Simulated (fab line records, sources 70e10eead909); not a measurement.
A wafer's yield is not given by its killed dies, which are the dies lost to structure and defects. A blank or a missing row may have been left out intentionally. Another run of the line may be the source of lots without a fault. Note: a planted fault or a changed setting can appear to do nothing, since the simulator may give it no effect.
fab line records | flow nandHarc
record: lots: 11 wafers: 33 lastDay: 33
route steps=1302 shown P_ZERO_WELL@18 P_STI@88 END@1302
lots that met no fault: from a run of the same line without faults
startH: the number of hours between the record's first day and the start of the first shown wafer of the lot | waitH: how many hours have passed since the lot's step before this one | " unchanged from the row above | L1.1+2: one row covering several wafers at once | - value missing, or start not given | * or withheld: withheld | < > ~ a bound
route shown NAME@n: a module of which the file shows steps, and the number in the route of the first | usual: mean and standard deviation over wafers with no fault | same: alike in all rows | chamber/n: place in a boat | sites: readings site by site | _std_site: the values' standard deviation | _edge_site: the outer-site mean with the inner-site mean subtracted | radiusMm: for every site, how far away it sits from the centre of the wafer | mask NAME#n: copy n | behind: the last tool/chamber to shape the wafer | hold: why the lot went on hold/how many hours it stayed there/how the hold came to an end | device: the transistor (n, p or np) that didn't switch | end of line: the route-end tests of the same wafers | where a step has no rows: the recipe by itself | killed: the dies lost at the first sort to structure and to defects; this is not the yield of the wafer | map: a wafer's dies, x killed, . not, _ none there
set.NAME: the setting the step ran with; set.NAME@STEP: the setting that earlier step ran with | model.NAME: the simulator's own value behind a step, which no gauge read
one table for each step of the route and one row for each wafer, over a sample of lots
services: a tool's chamber out of use, with start hour (startH, from the record's first day; less than 0 if before it), hours out, and reason
== steps ==
step: NHARC_P_ZERO_WELL_ETCH_62
recipe: targetDepthA: 130 timeS: 6.5 chf3FlowSccm: 50 arFlowSccm: 200 rfW: 500 biasW: 200 chemistry: CHF3/Ar
usual: drypumpMotorCurrentA: 5.8/0.61 oesProductAu: 0.962/0.017 rfVppV: 369.3/1.8 showerheadPlenumPTorr: 2.29/0.078 throttleValvePct: 20.215/0.0092
columns lot.wafer tool chamber startH waitH drypumpMotorCurrentA oesProductAu rfHoursCounterH rfVppV showerheadPlenumPTorr throttleValvePct
L524.4 rieDiel-06 2 - - 6.3 0.977 21 372.2 2.45 20.192
L524.2 " 3 " " 6.7 0.954 22 370.5 2.33 20.226
L524.6 " 1 " " 5.9 0.996 - 367.6 2.20 20.201
L525.1 rieDiel-04 2 - - 6.0 0.967 1 369.2 2.28 20.201
L525.5 " 0 " " 5.4 0.977 - 368.1 2.23 20.217
L525.6 " 1 " " 4.8 0.988 - 369.5 2.31 20.218
L526.3 rieDiel-04 1 - - 4.8 0.929 4 370.1 2.31 20.212
L526.2 " 2 " " 6.0 0.948 4 368.8 2.28 20.215
L526.1 " 0 " " 5.4 0.940 5 369.9 2.23 20.212
L528.2 rieDiel-07 2 - - 6.2 0.962 26 368.1 2.23 20.209
L528.1 " 0 " " 6.5 0.964 41 369.2 2.23 20.210
L528.6 " 2 " " 6.2 0.961 - 367.6 2.23 20.209
L533.2 rieDiel-07 1 - - 5.4 0.957 54 372.1 2.44 20.204
L533.4 " 3 " " 5.8 0.955 58 369.4 2.27 20.213
L533.3 " 0 " " 6.4 0.952 60 367.6 2.22 20.218
L535.1 rieDiel-04 2 - - 6.0 0.951 34 369.5 2.26 20.209
L535.4 " 1 " " 4.8 0.962 33 369.1 2.29 20.201
L535.6 " 3 " " 5.4 0.949 - 370.0 2.33 20.215
L537.2 rieDiel-06 1 - - 5.9 0.992 5 366.3 2.19 20.207
L537.3 " 2 " " 6.3 0.995 6 374.1 2.44 20.210
L537.1 " 3 " " 6.7 0.973 5 369.7 2.31 20.209
L542.4 rieDiel-07 0 - - 6.4 0.975 28 367.3 2.21 20.201
L542.2 " 1 " " 5.3 0.959 21 372.5 2.43 20.212
L542.3 " 3 " " 5.8 0.961 24 369.2 2.26 20.209
L543.4 rieDiel-06 0 - - 4.8 0.969 26 367.0 2.25 20.215
L543.2 " 2 " " 6.3 0.979 24 372.6 2.43 20.225
L543.6 " 0 " " 4.8 0.968 - 369.1 2.25 20.215
L545.4 rieDiel-06 2 - - 6.3 0.943 29 372.6 2.43 20.214
L545.1 " 3 " " 6.7 0.945 31 369.2 2.30 20.233
L545.6 " 3 " " 6.7 0.949 - 370.8 2.30 20.231
L547.2 rieDiel-04 2 - - 6.0 0.956 19 369.4 2.25 20.209
L547.4 " 3 " " 5.4 0.976 17 370.4 2.31 20.235
L547.6 " 0 " " 5.4 0.963 - 367.5 2.21 20.210
step: NHARC_P_ZERO_WELL_EXPOSE_34
recipe: na: 0.6 targetCdNm: 720 doseMj: 22.31 maskId: P_PWELL
columns lot.wafer tool chamber startH waitH mask
L524.2+4+6 krfScanner-02 0 24.08 - P_PWELL#0
L525.1+5+6 krfScanner-02 0 33.94 - P_PWELL#0
L526.1+2+3 krfScanner-01 0 44.33 - P_PWELL#0
L528.1+2+6 krfScanner-02 0 64.09 - P_PWELL#0
L533.2+3+4 krfScanner-04 0 114.26 - P_PWELL_R1#0
L535.1+4+6 krfScanner-02 0 133.99 - P_PWELL#0
L537.1+2+3 krfScanner-02 0 154.09 - P_PWELL#0
L542.2+3+4 krfScanner-01 0 203.86 - P_PWELL#0
L543.2+4+6 krfScanner-04 0 213.93 - P_PWELL#0
L545.1+4+6 krfScanner-02 0 234.11 - P_PWELL#0
L547.2+4+6 krfScanner-04 0 254.08 - P_PWELL#0
step: NHARC_P_ZERO_WELL_CD_MEAS_37
recipe: targetCdNm: 720 landingEnergyEv: 500
usual: cdNm: 719.4/1.4
columns lot.wafer tool chamber startH waitH cdNm
L524.2 cdSem-01 0 24.24 - 719.6
L524.4 " 0 " " 718.5
L524.6 " 0 " " 720.2
L525.1 cdSem-01 0 34.09 - 719.8
L525.5 " 0 " " 719.4
L525.6 " 0 " " 720.5
L526.1 cdSem-03 0 44.48 - 721.0
L526.2 " 0 " " 718.9
L526.3 " 0 " " 718.9
L528.1 cdSem-03 0 64.25 - 718.8
L528.2 " 0 " " 719.4
L528.6 " 0 " " 719.8
L533.2 cdSem-03 0 114.41 - 729.9
L533.3 " 0 " " 732.1
L533.4 " 0 " " 728.5
L535.1 cdSem-02 0 134.15 - 721.0
L535.4 " 0 " " 720.5
L535.6 " 0 " " 720.2
L537.1 cdSem-03 0 154.24 - 718.8
L537.2 " 0 " " 716.9
L537.3 " 0 " " 718.9
L542.2 cdSem-01 0 204.02 - 717.6
L542.3 " 0 " " 718.0
L542.4 " 0 " " 717.7
L543.2 cdSem-03 0 214.08 - 720.9
L543.4 " 0 " " 720.3
L543.6 " 0 " " 718.8
L545.1 cdSem-03 0 234.27 - 719.2
L545.4 " 0 " " 720.1
L545.6 " 0 " " 720.4
L547.2 cdSem-02 0 254.23 - 719.6
L547.4 " 0 " " 720.2
L547.6 " 0 " " 720.3
step: NHARC_P_ZERO_WELL_DESCUM_54
recipe: timeS: 3 o2FlowSccm: 200 arFlowSccm: 0 biasPowerW: 0 chemistry: O2
usual: drypumpMotorCurrentA: 5.8/0.58 oesProductAu: 0.999/0.0081 rfVppV: 57.6/0.84 showerheadPlenumPTorr: 1.86/0.06 throttleValvePct: 11.311/0.0077
columns lot.wafer tool chamber startH waitH drypumpMotorCurrentA oesProductAu rfHoursCounterH rfVppV showerheadPlenumPTorr throttleValvePct
L524.2 rieDiel-04 0 25.91 - 5.4 0.996 1 58.4 1.82 11.321
L524.4 " 3 " " 5.4 1.000 1 56.7 1.91 11.297
L524.6 " 0 " " 5.4 0.992 - 57.1 1.82 11.313
L525.1 rieDiel-04 0 36.00 - 5.4 0.992 3 58.2 1.82 11.314
L525.6 " 2 " " 6.0 1.016 - 57.7 1.86 11.318
L525.5 " 3 " " 5.4 1.007 - 57.8 1.91 11.319
L526.3 rieDiel-04 1 46.29 - 4.8 1.003 5 56.4 1.88 11.293
L526.1 " 3 " " 5.4 0.996 6 57.4 1.91 11.307
L526.2 " 0 " " 5.5 0.989 6 57.9 1.82 11.303
L528.2 rieDiel-06 0 66.11 - 4.8 0.995 33 59.0 1.85 11.316
L528.1 " 2 " " 6.3 1.008 32 58.8 2.00 11.329
L528.6 " 3 " " 6.7 1.005 - 57.7 1.90 11.307
L533.2 rieDiel-06 0 116.23 - 4.8 1.002 54 56.8 1.84 11.321
L533.4 " 1 " " 5.9 1.017 43 57.5 1.78 11.317
L533.3 " 2 " " 6.3 1.006 47 58.9 2.00 11.319
L535.1 rieDiel-07 3 135.99 - 5.9 0.998 4 57.5 1.85 11.317
L535.6 " 0 " " 6.4 0.988 - 55.7 1.81 11.310
L535.4 " 3 " " 5.8 0.993 - 57.9 1.85 11.313
L537.3 rieDiel-04 0 155.93 - 5.4 0.990 49 57.3 1.80 11.303
L537.2 " 1 " " 4.9 0.997 48 58.5 1.87 11.312
L537.1 " 2 " " 6.0 0.997 47 56.9 1.84 11.302
L542.4 rieDiel-06 2 205.81 - 6.3 1.005 22 57.8 1.99 11.301
L542.2 " 3 " " 6.7 1.008 22 59.6 1.88 11.304
L542.3 " 1 " " 5.9 1.005 23 56.8 1.78 11.314
L543.2 rieDiel-04 3 215.76 - 5.4 1.006 7 57.6 1.89 11.308
L543.4 " 1 " " 4.9 1.001 6 57.7 1.86 11.312
L543.6 " 2 " " 6.0 1.002 - 55.9 1.84 11.303
L545.1 rieDiel-04 1 235.96 - 4.9 1.000 14 58.7 1.86 11.307
L545.4 " 2 " " 6.0 0.999 15 58.0 1.83 11.305
L545.6 " 0 " " 5.4 1.006 - 56.2 1.80 11.316
L547.2 rieDiel-06 2 255.91 - 6.3 0.997 35 58.3 1.98 11.324
L547.4 " 3 " " 6.7 1.006 39 56.9 1.88 11.314
L547.6 " 3 " " 6.7 1.006 - 56.7 1.88 11.294
step: NHARC_P_STI_ETCH_42
recipe: targetDepthA: 800 overetchA: 240 timeS: 61 ionEnergyEv: 200 n2FlowSccm: 150 h2FlowSccm: 150 arFlowSccm: 0 rfW: 400 biasW: 150 chemistry: N2/H2
usual: drypumpMotorCurrentA: 5.7/0.51 oesProductAu: 1.001/0.01 rfVppV: 430.0/2.9 showerheadPlenumPTorr: 2.02/0.1 throttleValvePct: 14.172/0.0087
columns lot.wafer tool chamber startH waitH drypumpMotorCurrentA oesProductAu rfHoursCounterH rfVppV showerheadPlenumPTorr throttleValvePct
L524.2 rieDiel-11 2 50.86 0.1 6.6 1.010 11 434.8 2.17 14.160
L524.4 " 0 " " 4.9 0.997 10 429.1 1.98 14.180
L524.6 " 3 " " 5.3 1.008 - 426.0 1.91 14.180
L525.1 rieDiel-08 1 57.46 0.1 5.4 0.997 2 428.4 1.99 14.176
L525.6 " 1 " " 5.4 1.007 - 429.2 1.99 14.179
L525.5 " 2 " " 5.4 0.998 - 430.6 2.06 14.169
L526.2 rieDiel-08 3 64.19 0.1 6.3 0.998 2 435.2 2.18 14.163
L526.1 " 1 " " 5.4 0.990 2 429.4 1.99 14.178
L526.3 " 2 " " 5.3 1.006 2 430.8 2.06 14.173
L528.2 rieDiel-08 1 83.29 0.1 5.4 1.007 3 428.3 1.99 14.171
L528.1 " 3 " " 6.3 1.005 4 434.6 2.18 14.173
L528.6 " 1 " " 5.4 0.997 - 428.4 1.99 14.171
L533.3 rieDiel-08 3 134.45 0.1 6.3 0.989 6 435.0 2.18 14.166
L533.2 " 1 " " 5.4 0.982 5 429.6 1.99 14.156
L533.4 " 1 " " 5.4 1.000 - 429.0 1.99 14.174
L535.1 rieDiel-08 0 155.71 0.1 5.6 1.015 7 429.8 1.95 14.201
L535.4 " 1 " " 5.4 1.012 6 429.9 1.99 14.173
L535.6 " 3 " " 6.4 1.004 - 433.1 2.18 14.176
L537.3 rieDiel-11 0 175.12 0.1 4.9 1.027 7 426.4 1.98 14.176
L537.1 " 1 " " 5.6 1.006 7 427.3 1.90 14.187
L537.2 " 2 " " 6.6 1.006 8 434.3 2.17 14.171
L542.2 rieDiel-10 0 222.26 0.1 5.5 0.982 8 435.1 2.20 14.176
L542.3 " 1 " " 6.1 0.990 8 428.1 1.93 14.178
L542.4 " 2 " " 6.1 0.980 8 428.9 1.99 14.177
L543.2 rieDiel-08 2 233.86 0.1 5.3 1.008 1 430.0 2.06 14.187
L543.4 " 3 " " 6.3 0.978 1 433.0 2.18 14.171
L543.6 " 0 " " 5.6 1.009 - 428.3 1.95 14.176
L545.1 rieDiel-11 1 254.15 0.1 5.6 0.980 14 427.0 1.90 14.164
L545.4 " 0 " " 5.0 0.993 14 429.6 1.98 14.178
L545.6 " 2 " " 6.6 1.004 - 433.9 2.16 14.175
L547.2 rieDiel-11 0 276.36 0.1 4.9 1.015 1 429.1 1.98 14.173
L547.4 " 1 " " 5.6 0.988 1 425.7 1.90 14.166
L547.6 " 3 " " 5.3 0.985 - 426.1 1.90 14.190
step: NHARC_END_SORT_01
recipe: tempC: 25
usual: killedAtArray: 56/19 killedAtOther: 1.0/1.5 killedAtPeriphery: 3.4/2.4 killedDies: 60/19 killedOpen: 3.3/1.8 killedShort: 2.4/1.7
same: grossDies: 677
columns lot.wafer tool chamber startH waitH killedAtArray killedAtOther killedAtPeriphery killedDies killedOpen killedShort
L533.2 prober-01 0 669.08 2.8 36 1 3 40 3 3
L533.3 prober-01 0 669.89 3.1 58 3 4 65 4 4
L533.4 prober-01 0 670.70 3.4 38 0 8 46 6 1
L537.1 prober-01 0 696.09 2.6 94 0 7 101 4 4
L537.2 prober-01 0 696.89 2.8 88 0 1 89 2 1
L537.3 prober-01 0 697.69 3.1 86 0 4 90 4 3
L542.2 prober-01 0 747.92 2.8 66 3 0 69 0 1
L542.3 prober-01 0 748.72 3.1 68 3 6 77 3 3
L542.4 prober-01 0 749.52 3.4 69 2 2 73 1 4
L543.2 prober-01 0 762.24 2.8 60 1 4 65 3 3
L543.4 prober-01 0 763.85 3.4 56 0 4 60 3 1
L543.6 prober-01 0 765.46 4.0 69 0 1 70 2 0
L545.1 prober-01 0 769.31 2.5 33 0 1 34 0 5
L545.4 prober-01 0 771.72 3.4 42 0 1 43 4 3
L545.6 prober-01 0 773.32 4.0 44 0 4 48 7 0
killed by level:class
L533.2 A_SLIT:chamberFilmFlake=19 A_CONTACT:chamberFilmFlake=4 A_STAIRCASE:chamberFilmFlake=3 P_GATE:chamberFilmFlake=2 A_CHANNEL_HOLE_D2:chamberFilmFlake=2 A_CHANNEL_HOLE_D1:chamberFilmFlake=2 P_M0:geometricParticle:short=1 A_ONON_D1:geometricParticle:short=1
L533.3 A_SLIT:chamberFilmFlake=23 A_CHANNEL_HOLE_D2:chamberFilmFlake=13 A_STAIRCASE:chamberFilmFlake=7 P_GATE:chamberFilmFlake=3 A_CHANNEL_HOLE_D1:chamberFilmFlake=3 A_CONTACT:chamberFilmFlake=3 THIN_TSV:chamberFilmFlake=3 A_WL_FILL:geometricParticle:short=2
L533.4 A_SLIT:chamberFilmFlake=21 A_CHANNEL_HOLE_D2:chamberFilmFlake=5 A_CHANNEL_HOLE_D1:chamberFilmFlake=4 P_GATE:geometricParticle:open=2 P_M0:geometricParticle:open=2 P_STI:chamberFilmFlake=2 A_STAIRCASE:chamberFilmFlake=2 A_ONON_D1:geometricParticle:open=1
L537.1 A_CHANNEL_HOLE_D1:chamberFilmFlake=31 A_SLIT:chamberFilmFlake=20 A_CONTACT:chamberFilmFlake=16 A_STAIRCASE:chamberFilmFlake=9 A_CHANNEL_HOLE_D2:chamberFilmFlake=8 A_ZERO_WELL:chamberFilmFlake=2 P_STI:chamberFilmFlake=2 P_M1:chamberFilmFlake=2
L537.2 A_CHANNEL_HOLE_D1:chamberFilmFlake=29 A_SLIT:chamberFilmFlake=24 A_CONTACT:chamberFilmFlake=18 A_CHANNEL_HOLE_D2:chamberFilmFlake=7 A_STAIRCASE:chamberFilmFlake=3 A_ONON_D1:geometricParticle:open=1 A_CHANNEL_HOLE_D1:geometricParticle:open=1 A_WL_FILL:geometricParticle:short=1
L537.3 A_CHANNEL_HOLE_D1:chamberFilmFlake=33 A_SLIT:chamberFilmFlake=18 A_CHANNEL_HOLE_D2:chamberFilmFlake=14 A_CONTACT:chamberFilmFlake=9 A_STAIRCASE:chamberFilmFlake=5 A_ONON_D1:geometricParticle:open=2 A_WL_FILL:geometricParticle:short=2 P_M0:geometricParticle:open=1
L542.2 A_CHANNEL_HOLE_D1:chamberFilmFlake=31 A_SLIT:chamberFilmFlake=15 A_CHANNEL_HOLE_D2:chamberFilmFlake=9 A_STAIRCASE:chamberFilmFlake=4 A_CONTACT:chamberFilmFlake=4 THIN_TSV:chamberFilmFlake=3 A_M0:chamberFilmFlake=2 A_CHANNEL_FILL_D2:geometricParticle:short=1
L542.3 A_CHANNEL_HOLE_D1:chamberFilmFlake=29 A_SLIT:chamberFilmFlake=17 A_CHANNEL_HOLE_D2:chamberFilmFlake=8 A_CONTACT:chamberFilmFlake=4 P_GATE:chamberFilmFlake=3 THIN_TSV:chamberFilmFlake=3 A_CHANNEL_FILL_D1:geometricParticle:open=2 P_STI:chamberFilmFlake=2
L542.4 A_CHANNEL_HOLE_D1:chamberFilmFlake=30 A_SLIT:chamberFilmFlake=12 A_CHANNEL_HOLE_D2:chamberFilmFlake=11 A_CONTACT:chamberFilmFlake=8 A_STAIRCASE:chamberFilmFlake=3 THIN_TSV:chamberFilmFlake=2 P_M0:geometricParticle:open=1 A_CHANNEL_FILL_D1:geometricParticle:short=1
L543.2 A_CHANNEL_HOLE_D1:chamberFilmFlake=31 A_CHANNEL_HOLE_D2:chamberFilmFlake=14 A_CONTACT:chamberFilmFlake=4 A_SLIT:chamberFilmFlake=3 P_CONTACT:chamberFilmFlake=2 A_DECK1_JOINT:chamberFilmFlake=2 P_CONTACT:geometricParticle:short=1 P_M0:geometricParticle:open=1
L543.4 A_CHANNEL_HOLE_D1:chamberFilmFlake=31 A_CHANNEL_HOLE_D2:chamberFilmFlake=12 A_CONTACT:chamberFilmFlake=5 P_GATE:chamberFilmFlake=3 A_SLIT:chamberFilmFlake=2 P_GATE:geometricParticle:open=1 A_ONON_D1:geometricParticle:open=1 A_CHANNEL_FILL_D2:geometricParticle:short=1
L543.6 A_CHANNEL_HOLE_D1:chamberFilmFlake=26 A_CHANNEL_HOLE_D2:chamberFilmFlake=22 A_SLIT:chamberFilmFlake=10 A_CONTACT:chamberFilmFlake=5 A_M0:chamberFilmFlake=2 A_WL_FILL:geometricParticle:open=1 A_CONTACT:geometricParticle:open=1 P_CONTACT:chamberFilmFlake=1
L545.1 A_SLIT:chamberFilmFlake=17 A_CHANNEL_HOLE_D1:chamberFilmFlake=7 A_WL_FILL:geometricParticle:short=2 A_ONON_D2:geometricParticle:short=1 A_CHANNEL_HOLE_D2:geometricParticle:short=1 A_M1:geometricParticle:short=1 P_ZERO_WELL:chamberFilmFlake=1 A_DECK1_JOINT:chamberFilmFlake=1
L545.4 A_SLIT:chamberFilmFlake=26 A_CHANNEL_HOLE_D1:chamberFilmFlake=7 A_CONTACT:chamberFilmFlake=2 P_CONTACT:geometricParticle:open=1 A_ONON_D1:geometricParticle:short=1 A_CHANNEL_HOLE_D1:geometricParticle:short=1 A_CHANNEL_FILL_D1:geometricParticle:open=1 A_WL_FILL:geometricParticle:open=1
L545.6 A_SLIT:chamberFilmFlake=19 A_CHANNEL_HOLE_D1:chamberFilmFlake=9 A_CONTACT:chamberFilmFlake=9 A_ONON_D1:geometricParticle:open=2 A_M1:geometricParticle:open=2 P_ZERO_WELL:chamberFilmFlake=2 P_GATE:geometricParticle:open=1 A_ONON_D2:geometricParticle:open=1
== services ==
columns tool chamber startH hours kind
rieDiel-08 2 8.83 2.5 repair
rieDiel-06 3 10.78 8.9 repair
rieDiel-04 - 13.78 9.0 pm
rieDiel-08 - 13.88 9.0 pm
rieDiel-08 2 27.32 3.9 repair
rieDiel-08 1 37.72 4.4 repair
rieDiel-06 2 51.78 8.6 repair
krfScanner-02 - 54.80 1.7 repair
rieDiel-06 1 59.78 8.3 repair
rieDiel-08 - 93.65 0.2 repair
krfScanner-02 - 94.07 4.0 pm
krfScanner-02 - 106.38 1.6 repair
rieDiel-08 2 121.62 17.2 repair
rieDiel-06 1 130.14 2.1 repair
rieDiel-06 - 130.21 9.0 pm
rieDiel-08 3 165.07 2.4 repair
rieDiel-08 2 171.39 3.1 repair
rieDiel-04 - 190.78 9.0 pm
rieDiel-08 - 190.88 9.0 pm
rieDiel-08 - 203.60 4.1 repair
rieDiel-06 0 226.57 5.1 repair
rieDiel-08 0 243.24 6.7 repair
rieDiel-06 1 257.40 3.1 repair
krfScanner-02 - 261.26 16.5 repair
== key ==
firstSign: step: NHARC_P_ZERO_WELL_EXPOSE_34 reading: mask direction: changed
effect: step: NHARC_P_ZERO_WELL_CD_MEAS_37 reading: cdNm direction: up sigmas: 7.7 usual: 719.4 struck: 730.2
metAt NHARC_P_ZERO_WELL_EXPOSE_34
struckLots L533
testerLeftOut L533
notActingAt NHARC_P_ZERO_WELL_ETCH_62,NHARC_P_ZERO_WELL_DESCUM_54,NHARC_P_STI_ETCH_42
fault: kind: wrongMask tool: any chamber: - onsetH: 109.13 steps: NHARC_P_ZERO_WELL_EXPOSE_34 auxCopy: P_PWELL_R1#0 cdOffsetNm: 12.997 scope: struckLotsOnly
testerLeftOut: of these lots the tester's yield and bins aren't shown, on N5 and GAA mostly nor the transistor test; their killed dies are dies lost to structure and defects alone, not to doping, threshold or leakage, so they don't give the yield
